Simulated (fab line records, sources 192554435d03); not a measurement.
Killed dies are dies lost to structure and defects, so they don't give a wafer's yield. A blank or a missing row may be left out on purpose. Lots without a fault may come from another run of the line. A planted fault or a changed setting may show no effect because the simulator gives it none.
Which tool did it? | flow n5_finfet | 24 lots, 72 wafers sampled, at 6 steps of a route of 1938

WHAT THE GAUGES READ, wafer by wafer
N5_FIN_CUT_CD_MEAS_08: target cd 29.1 nm. Usual: cd_nm 29.07 nm, standard deviation 0.26.
lot  | measured    | on        | cd_nm (nm)        | flag
L074 | day 2 03:35 | cd_sem-02 | 28.80 29.26 29.05 |
L075 | day 2 09:35 | cd_sem-02 | 29.16 28.95 28.96 |
L076 | day 2 16:02 | cd_sem-03 | 29.36 29.15 29.06 |
L077 | day 2 21:04 | cd_sem-02 | 28.73 29.15 29.53 |
L078 | day 3 02:37 | cd_sem-03 | 29.32 29.02 28.97 |
L079 | day 3 08:21 | cd_sem-01 | 28.41 29.07 29.20 |
L080 | day 3 14:44 | cd_sem-02 | 28.96 28.63 28.67 |
L081 | day 3 21:13 | cd_sem-02 | 29.17 29.29 28.92 |
L082 | day 4 05:42 | cd_sem-03 | 29.15 28.64 29.04 |
L083 | day 4 09:22 | cd_sem-02 | 29.42 29.46 29.11 |
L084 | day 4 14:35 | cd_sem-01 | 29.01 29.13 28.91 |
L085 | day 4 22:33 | cd_sem-02 | 29.07 29.23 28.99 |
L086 | day 5 03:04 | cd_sem-03 | 29.26 29.09 29.11 |
L087 | day 5 08:31 | cd_sem-01 | 28.77 29.38 29.19 |
L088 | day 5 15:07 | cd_sem-01 | 29.21 28.89 28.99 |
L089 | day 5 21:29 | cd_sem-02 | 29.37 28.65 29.00 |
L090 | day 6 02:55 | cd_sem-03 | 28.43 28.87 29.17 |
L091 | day 6 09:52 | cd_sem-02 | 29.29 29.06 29.86 |
L092 | day 6 15:31 | cd_sem-03 | 29.10 29.44 28.97 |
L093 | day 6 21:44 | cd_sem-02 | 28.97 29.34 29.23 |
L094 | day 7 03:38 | cd_sem-01 | 29.03 29.27 28.83 |
L095 | day 7 08:43 | cd_sem-03 | 29.12 29.08 29.24 |
L096 | day 7 17:07 | cd_sem-03 | 28.96 29.14 28.91 |
L097 | day 7 21:56 | cd_sem-02 | 29.06 29.25 29.30 |

WHICH TOOL RAN EACH LOT (tool, then ch and the chambers of the sampled wafers, then the start)
lot  | N5_ZERO_LAYER_PECVD_02         | N5_PMOS_HMC_CHANNEL_EPI_ETCH_38 | N5_FIN_SAQP_DENSIFY_62          | N5_FIN_SAQP_MANDREL1_REMOVE_56  | N5_FIN_SAQP_ETCH_67
L074 | pecvd-02 ch 0,1,2, day 1 12:17 | rie_si-01 ch 1,3, day 1 18:34   | rtp_anneal-01 ch 0, day 1 21:32 | rie_si-06 ch 0,1,2, day 2 00:51 | rie_diel-04 ch 0,2,3, day 2 01:48
L075 | pecvd-03 ch 0,1,2, day 1 18:17 | rie_si-01 ch 0,1,3, day 2 00:05 | rtp_anneal-02 ch 0, day 2 03:05 | rie_si-03 ch 1,2,3, day 2 05:59 | rie_diel-05 ch 0,1,2, day 2 06:53
L076 | pecvd-03 ch 0,1, day 2 00:17   | rie_si-02 ch 0,1,2, day 2 06:32 | rtp_anneal-01 ch 0, day 2 09:22 | rie_si-06 ch 0,3, day 2 12:59   | rie_diel-06 ch 1,2, day 2 14:09
L077 | pecvd-02 ch 0,1,2, day 2 06:17 | rie_si-01 ch 0,1,2, day 2 11:52 | rtp_anneal-02 ch 0, day 2 14:40 | rie_si-03 ch 2,3, day 2 18:23   | rie_diel-04 ch 0,1,3, day 2 19:17
L078 | pecvd-02 ch 1,2, day 2 12:17   | rie_si-04 ch 0,2, day 2 18:06   | rtp_anneal-02 ch 0, day 2 20:50 | rie_si-03 ch 0,1, day 2 23:53   | rie_diel-04 ch 0,1, day 3 00:50
L079 | pecvd-02 ch 0,2, day 2 18:17   | rie_si-01 ch 0,1,2, day 2 23:32 | rtp_anneal-02 ch 0, day 3 02:16 | rie_si-03 ch 0,2, day 3 05:17   | rie_diel-05 ch 0,1,2, day 3 06:17
L080 | pecvd-03 ch 0,1, day 3 00:18   | rie_si-02 ch 0,2, day 3 05:43   | rtp_anneal-02 ch 0, day 3 08:20 | rie_si-03 ch 0,1,2, day 3 11:57 | rie_diel-06 ch 1,2, day 3 12:50
L081 | pecvd-02 ch 2, day 3 06:19     | rie_si-04 ch 0,1, day 3 11:52   | rtp_anneal-02 ch 0, day 3 14:37 | rie_si-03 ch 1,2,3, day 3 18:02 | rie_diel-06 ch 0,2, day 3 19:16
L082 | pecvd-03 ch 0,1,2, day 3 12:17 | rie_si-01 ch 1,2,3, day 3 18:39 | rtp_anneal-01 ch 0, day 3 21:17 | rie_si-05 ch 1,2,3, day 4 01:59 | rie_diel-05 ch 0,1,3, day 4 02:55
L083 | pecvd-02 ch 0,1,2, day 3 18:17 | rie_si-02 ch 1,2, day 4 00:36   | rtp_anneal-02 ch 0, day 4 03:20 | rie_si-06 ch 0,1,3, day 4 06:34 | rie_diel-04 ch 0,2,3, day 4 07:43
L084 | pecvd-04 ch 1,2, day 4 00:18   | rie_si-01 ch 0,3, day 4 05:59   | rtp_anneal-02 ch 0, day 4 08:46 | rie_si-05 ch 0,1,2, day 4 11:52 | rie_diel-05 ch 1,3, day 4 12:46
L085 | pecvd-02 ch 1,2, day 4 06:17   | rie_si-04 ch 1,2,3, day 4 11:50 | rtp_anneal-02 ch 0, day 4 15:53 | rie_si-05 ch 1,2,3, day 4 19:49 | rie_diel-06 ch 2,3, day 4 20:42
L086 | pecvd-04 ch 1,2, day 4 12:17   | rie_si-04 ch 0,2,3, day 4 18:26 | rtp_anneal-02 ch 0, day 4 21:04 | rie_si-03 ch 0,2,3, day 5 00:30 | rie_diel-04 ch 0,2,3, day 5 01:23
L087 | pecvd-04 ch 1,2, day 4 18:18   | rie_si-02 ch 0,3, day 4 23:43   | rtp_anneal-02 ch 0, day 5 02:23 | rie_si-05 ch 0,1,2, day 5 05:30 | rie_diel-04 ch 1,2, day 5 06:23
L088 | pecvd-04 ch 2, day 5 00:17     | rie_si-04 ch 0,2,3, day 5 06:09 | rtp_anneal-01 ch 0, day 5 08:48 | rie_si-05 ch 0,2,3, day 5 12:21 | rie_diel-06 ch 0,2,3, day 5 13:20
L089 | pecvd-02 ch 0,1,2, day 5 06:19 | rie_si-01 ch 1,2, day 5 12:35   | rtp_anneal-01 ch 0, day 5 15:22 | rie_si-06 ch 0,1,2, day 5 18:37 | rie_diel-06 ch 0,3, day 5 19:49
L090 | pecvd-02 ch 1,2, day 5 12:17   | rie_si-02 ch 0,1,2, day 5 17:58 | rtp_anneal-02 ch 0, day 5 20:52 | rie_si-05 ch 1,2, day 5 23:55   | rie_diel-04 ch 1,2,3, day 6 01:11
L091 | pecvd-03 ch 0,2, day 5 18:17   | rie_si-02 ch 1,3, day 6 00:07   | rtp_anneal-01 ch 0, day 6 02:53 | rie_si-06 ch 0,2,3, day 6 05:54 | rie_diel-05 ch 0,1,3, day 6 07:03
L092 | pecvd-04 ch 1,2, day 6 00:18   | rie_si-01 ch 1,2,3, day 6 05:55 | rtp_anneal-02 ch 0, day 6 08:44 | rie_si-06 ch 0,1,3, day 6 12:23 | rie_diel-05 ch 0,2, day 6 13:38
L093 | pecvd-03 ch 0,2, day 6 06:17   | rie_si-01 ch 0,2, day 6 11:53   | rtp_anneal-01 ch 0, day 6 14:37 | rie_si-06 ch 0,1,2, day 6 17:56 | rie_diel-05 ch 1,2, day 6 19:19
L094 | pecvd-03 ch 0,1,2, day 6 12:18 | rie_si-04 ch 0,1,3, day 6 18:11 | rtp_anneal-02 ch 0, day 6 21:38 | rie_si-06 ch 0,1,2, day 7 00:42 | rie_diel-04 ch 0,1,2, day 7 01:40
L095 | pecvd-04 ch 0,1,2, day 6 18:17 | rie_si-01 ch 0,2,3, day 6 23:57 | rtp_anneal-01 ch 0, day 7 02:59 | rie_si-06 ch 0,1,2, day 7 05:58 | rie_diel-04 ch 0,2,3, day 7 06:51
L096 | pecvd-04 ch 0,1,2, day 7 00:17 | rie_si-04 ch 1,3, day 7 06:13   | rtp_anneal-02 ch 0, day 7 09:43 | rie_si-03 ch 1,2,3, day 7 12:59 | rie_diel-05 ch 1,2,3, day 7 14:18
L097 | pecvd-02 ch 0,1,2, day 7 06:17 | rie_si-04 ch 0,2,3, day 7 11:26 | rtp_anneal-02 ch 0, day 7 15:39 | rie_si-03 ch 0,2,3, day 7 18:56 | rie_diel-04 ch 0,3, day 7 19:54
- N5_ZERO_LAYER_PECVD_02: deposits SiO2 from SiH4/N2O, target thk 10 nm, time 6 s.
- N5_PMOS_HMC_CHANNEL_EPI_ETCH_38: etches SiO2 in CF4, target depth 1.5 nm.
- N5_FIN_SAQP_DENSIFY_62: time 60 s.
- N5_FIN_SAQP_MANDREL1_REMOVE_56: chemistry HBr/Cl2/O2, target a-Si, stops on SiNx, bt time 10 s.
- N5_FIN_SAQP_ETCH_67: etches SiNx in CH3F/O2, target depth 30 nm.

WHAT THE TOOLS THEMSELVES READ (means of the sampled wafers that have a number; where no wafer has one, the mark that the record gives instead)
N5_ZERO_LAYER_PECVD_02. Usual: heater_power_w 715 W, standard deviation 81; showerhead_plenum_p_Torr 8.14 Torr, standard deviation 0.15.
lot  | tool     | heater_power_w (W) | showerhead_plenum_p_Torr (Torr) | flag
L074 | pecvd-02 | 779                | 8.13                            |
L075 | pecvd-03 | 668                | 8.14                            |
L076 | pecvd-03 | 678                | 8.14                            |
L077 | pecvd-02 | 672                | 8.13                            |
L078 | pecvd-02 | 720                | 8.09                            |
L079 | pecvd-02 | 709                | 7.96                            |
L080 | pecvd-03 | 640                | 8.15                            |
L081 | pecvd-02 | 710                | 7.91                            |
L082 | pecvd-03 | 716                | 8.15                            |
L083 | pecvd-02 | 742                | 8.13                            |
L084 | pecvd-04 | 700                | 8.13                            |
L085 | pecvd-02 | 756                | 8.26                            |
L086 | pecvd-04 | 726                | 8.13                            |
L087 | pecvd-04 | 687                | 8.15                            |
L088 | pecvd-04 | 720                | 8.17                            |
L089 | pecvd-02 | 693                | 8.14                            |
L090 | pecvd-02 | 826                | 8.24                            |
L091 | pecvd-03 | 776                | 8.13                            |
L092 | pecvd-04 | 672                | 8.15                            |
L093 | pecvd-03 | 827                | 8.14                            |
L094 | pecvd-03 | 703                | 8.14                            |
L095 | pecvd-04 | 722                | 8.19                            |
L096 | pecvd-04 | 704                | 8.19                            |
L097 | pecvd-02 | 760                | 8.14                            |

N5_PMOS_HMC_CHANNEL_EPI_ETCH_38. Usual: chamber_pressure_mTorr 10.000 mTorr, standard deviation 0.009; drypump_motor_current_A 5.5 A, standard deviation 0.49; oes_product_au 0.999 a.u., standard deviation 0.027; throttle_valve_pct 21.64 %, standard deviation 0.25.
lot  | tool      | chamber_pressure_mTorr (mTorr) | drypump_motor_current_A (A) | oes_product_au (a.u.) | throttle_valve_pct (%) | flag
L074 | rie_si-01 | 10.007                         | 5.5                         | 0.992                 | 21.70                  |
L075 | rie_si-01 | 10.004                         | 5.9                         | 1.009                 | 21.63                  |
L076 | rie_si-02 | 10.004                         | 5.6                         | 0.998                 | 21.65                  |
L077 | rie_si-01 | 10.009                         | 5.3                         | 1.016                 | 21.60                  |
L078 | rie_si-04 | 10.009                         | 5.6                         | 0.983                 | 21.92                  |
L079 | rie_si-01 | 9.999                          | 5.3                         | 1.010                 | 21.60                  |
L080 | rie_si-02 | 10.003                         | 5.7                         | 0.980                 | 22.00                  |
L081 | rie_si-04 | 10.001                         | 5.8                         | 0.980                 | 21.87                  |
L082 | rie_si-01 | 9.997                          | 5.5                         | 0.995                 | 21.66                  |
L083 | rie_si-02 | 9.993                          | 5.4                         | 1.007                 | 21.45                  |
L084 | rie_si-01 | 9.993                          | 6.4                         | 1.004                 | 21.51                  |
L085 | rie_si-04 | 9.995                          | 5.3                         | 1.005                 | 21.65                  |
L086 | rie_si-04 | 9.998                          | 5.3                         | 0.986                 | 21.76                  |
L087 | rie_si-02 | 10.006                         | 5.7                         | 0.973                 | 21.99                  |
L088 | rie_si-04 | 10.007                         | 5.3                         | 0.989                 | 21.78                  |
L089 | rie_si-01 | 9.997                          | 4.9                         | 1.040                 | 21.62                  |
L090 | rie_si-02 | 9.990                          | 5.6                         | 0.991                 | 21.65                  |
L091 | rie_si-02 | 10.004                         | 5.6                         | 0.984                 | 21.28                  |
L092 | rie_si-01 | 10.001                         | 5.5                         | 1.008                 | 21.61                  |
L093 | rie_si-01 | 10.003                         | 5.6                         | 1.039                 | 21.48                  |
L094 | rie_si-04 | 10.000                         | 5.6                         | 0.988                 | 21.71                  |
L095 | rie_si-01 | 10.002                         | 5.7                         | 1.027                 | 21.53                  |
L096 | rie_si-04 | 9.993                          | 5.6                         | 0.994                 | 21.59                  |
L097 | rie_si-04 | 10.001                         | 5.3                         | 0.982                 | 21.77                  |

N5_FIN_SAQP_DENSIFY_62. Usual: lamp_power_pct 9.85 %, standard deviation 0.055; lamp_zone_5_pct 9.845 %, standard deviation 0.0098; wafer_temp_C_max 703.3, standard deviation 0.67.
lot  | tool          | lamp_power_pct (%) | lamp_zone_5_pct (%) | wafer_temp_C_max | flag
L074 | rtp_anneal-01 | 9.88               | 9.851               | 703.8            |
L075 | rtp_anneal-02 | 9.83               | 9.839               | 703.7            |
L076 | rtp_anneal-01 | 9.86               | 9.841               | 703.4            |
L077 | rtp_anneal-02 | 9.88               | 9.851               | 702.8            |
L078 | rtp_anneal-02 | 9.84               | 9.832               | 703.0            |
L079 | rtp_anneal-02 | 9.85               | 9.847               | 703.0            |
L080 | rtp_anneal-02 | 9.83               | 9.839               | 703.0            |
L081 | rtp_anneal-02 | 9.88               | 9.846               | 702.9            |
L082 | rtp_anneal-01 | 9.82               | 9.851               | 703.3            |
L083 | rtp_anneal-02 | 9.81               | 9.854               | 702.5            |
L084 | rtp_anneal-02 | 9.86               | 9.857               | 703.1            |
L085 | rtp_anneal-02 | 9.88               | 9.851               | 703.9            |
L086 | rtp_anneal-02 | 9.87               | 9.846               | 703.4            |
L087 | rtp_anneal-02 | 9.87               | 9.848               | 703.3            |
L088 | rtp_anneal-01 | 9.87               | 9.841               | 703.5            |
L089 | rtp_anneal-01 | 9.83               | 9.847               | 703.8            |
L090 | rtp_anneal-02 | 9.87               | 9.854               | 703.2            |
L091 | rtp_anneal-01 | 9.89               | 9.835               | 702.9            |
L092 | rtp_anneal-02 | 9.86               | 9.845               | 703.2            |
L093 | rtp_anneal-01 | 9.82               | 9.841               | 703.5            |
L094 | rtp_anneal-02 | 9.87               | 9.845               | 703.1            |
L095 | rtp_anneal-01 | 9.84               | 9.858               | 703.0            |
L096 | rtp_anneal-02 | 9.85               | 9.851               | 703.8            |
L097 | rtp_anneal-02 | 9.89               | 9.838               | 703.0            |

N5_FIN_SAQP_MANDREL1_REMOVE_56. Usual: chamber_pressure_mTorr 10.001 mTorr, standard deviation 0.0079; drypump_motor_current_A 5.6 A, standard deviation 0.35; oes_product_au 0.996 a.u., standard deviation 0.017; throttle_valve_pct 36.7 %, standard deviation 0.38.
lot  | tool      | chamber_pressure_mTorr (mTorr) | drypump_motor_current_A (A) | oes_product_au (a.u.) | throttle_valve_pct (%) | flag
L074 | rie_si-06 | 9.998                          | 5.8                         | 1.009                 | 36.5                   |
L075 | rie_si-03 | 9.998                          | 5.7                         | 0.991                 | 36.7                   |
L076 | rie_si-06 | 9.998                          | 5.6                         | 1.001                 | 37.0                   |
L077 | rie_si-03 | 9.999                          | 5.4                         | 0.989                 | 36.5                   |
L078 | rie_si-03 | 9.995                          | 5.5                         | 0.987                 | 37.1                   |
L079 | rie_si-03 | 10.011                         | 5.4                         | 0.988                 | 37.0                   |
L080 | rie_si-03 | 9.997                          | 5.7                         | 0.992                 | 36.9                   |
L081 | rie_si-03 | 9.999                          | 5.7                         | 0.990                 | 36.6                   |
L082 | rie_si-05 | 10.004                         | 5.5                         | 0.987                 | 36.6                   |
L083 | rie_si-06 | 10.002                         | 5.6                         | 1.005                 | 36.9                   |
L084 | rie_si-05 | 10.004                         | 5.7                         | 1.005                 | 36.8                   |
L085 | rie_si-05 | 10.001                         | 5.5                         | 0.989                 | 36.6                   |
L086 | rie_si-03 | 10.000                         | 5.4                         | 0.985                 | 36.8                   |
L087 | rie_si-05 | 9.996                          | 5.7                         | 0.995                 | 36.8                   |
L088 | rie_si-05 | 9.994                          | 5.6                         | 0.991                 | 36.5                   |
L089 | rie_si-06 | 9.997                          | 5.8                         | 1.008                 | 36.6                   |
L090 | rie_si-05 | 9.994                          | 5.6                         | 0.985                 | 36.8                   |
L091 | rie_si-06 | 9.997                          | 5.5                         | 1.000                 | 36.6                   |
L092 | rie_si-06 | 10.006                         | 5.6                         | 1.017                 | 36.9                   |
L093 | rie_si-06 | 10.008                         | 5.8                         | 1.005                 | 36.6                   |
L094 | rie_si-06 | 10.002                         | 5.8                         | 1.006                 | 36.6                   |
L095 | rie_si-06 | 10.004                         | 5.8                         | 1.012                 | 36.6                   |
L096 | rie_si-03 | 9.996                          | 5.7                         | 0.988                 | 36.7                   |
L097 | rie_si-03 | 9.994                          | 5.4                         | 0.985                 | 36.8                   |

N5_FIN_SAQP_ETCH_67. Usual: chamber_pressure_mTorr 29.998 mTorr, standard deviation 0.025; drypump_motor_current_A 5.7 A, standard deviation 0.6; oes_product_au 0.76 a.u., standard deviation 0.071; rf_vpp_V 301 V, standard deviation 7.4; showerhead_plenum_p_Torr 2.00 Torr, standard deviation 0.075; throttle_valve_pct 16.5 %, standard deviation 0.3.
lot  | tool        | chamber_pressure_mTorr (mTorr) | drypump_motor_current_A (A) | oes_product_au (a.u.) | rf_vpp_V (V) | showerhead_plenum_p_Torr (Torr) | throttle_valve_pct (%) | flag
L074 | rie_diel-04 | 30.012                         | 6.2                         | 0.78                  | 308          | 2.00                            | 16.4                   |
L075 | rie_diel-05 | 29.987                         | 5.1                         | 0.70                  | 299          | 1.94                            | 16.5                   |
L076 | rie_diel-06 | 30.005                         | 5.0                         | 0.81                  | 301          | 2.09                            | 16.2                   |
L077 | rie_diel-04 | 29.993                         | 6.3                         | 0.78                  | 303          | 2.04                            | 16.6                   |
L078 | rie_diel-04 | 29.983                         | 6.2                         | 0.76                  | 299          | 2.08                            | 16.7                   |
L079 | rie_diel-05 | 29.992                         | 5.1                         | 0.80                  | 298          | 1.94                            | 16.4                   |
L080 | rie_diel-06 | 30.013                         | 4.9                         | 0.76                  | 295          | 2.04                            | 16.3                   |
L081 | rie_diel-06 | 29.987                         | 5.9                         | 0.75                  | 296          | 2.03                            | 16.5                   |
L082 | rie_diel-05 | 30.029                         | 5.5                         | 0.71                  | 302          | 1.95                            | 16.6                   |
L083 | rie_diel-04 | 29.978                         | 6.2                         | 0.76                  | 308          | 2.00                            | 16.5                   |
L084 | rie_diel-05 | 29.995                         | 5.6                         | 0.70                  | 302          | 1.94                            | 16.6                   |
L085 | rie_diel-06 | 29.991                         | 5.6                         | 0.83                  | 309          | 2.06                            | 16.2                   |
L086 | rie_diel-04 | 30.001                         | 6.2                         | 0.75                  | 307          | 1.99                            | 16.5                   |
L087 | rie_diel-04 | 30.007                         | 5.8                         | 0.71                  | 297          | 2.03                            | 16.8                   |
L088 | rie_diel-06 | 29.993                         | 5.7                         | 0.79                  | 303          | 2.04                            | 16.3                   |
L089 | rie_diel-06 | 30.009                         | 6.1                         | 0.75                  | 298          | 1.98                            | 16.6                   |
L090 | rie_diel-04 | 29.971                         | 5.9                         | 0.73                  | 301          | 1.99                            | 16.7                   |
L091 | rie_diel-05 | 30.016                         | 5.5                         | 0.69                  | 301          | 1.94                            | 16.7                   |
L092 | rie_diel-05 | 30.007                         | 5.1                         | 0.82                  | 297          | 1.98                            | 16.1                   |
L093 | rie_diel-05 | 29.996                         | 5.3                         | 0.82                  | 297          | 1.96                            | 16.1                   |
L094 | rie_diel-04 | 30.010                         | 6.1                         | 0.71                  | 302          | 2.03                            | 16.6                   |
L095 | rie_diel-04 | 29.977                         | 6.2                         | 0.73                  | 307          | 1.99                            | 16.5                   |
L096 | rie_diel-05 | 30.008                         | 5.6                         | 0.84                  | 300          | 1.97                            | 16.2                   |
L097 | rie_diel-04 | 29.993                         | 6.4                         | 0.77                  | 307          | 1.99                            | 16.6                   |

THE ANSWER, worked out from the rows above alone
Rule: a lot is off if the mean of its wafers that have a number lies more than 3 standard deviations from the usual mean. A lot without any number at a reading at which 4 lots or more have one is off too. The other lots that the step has rows for count as sound. The gauges are gone through in route order, then the tools' own readings, and for those a lot's mean is taken as printed above. The first step at which some lot is off is used, and at that step the reading that is off furthest; a lot without a number counts as furthest.
No lot is off at any reading shown: from this, nothing can be told.

WHAT THE SIMULATOR HAD PUT IN
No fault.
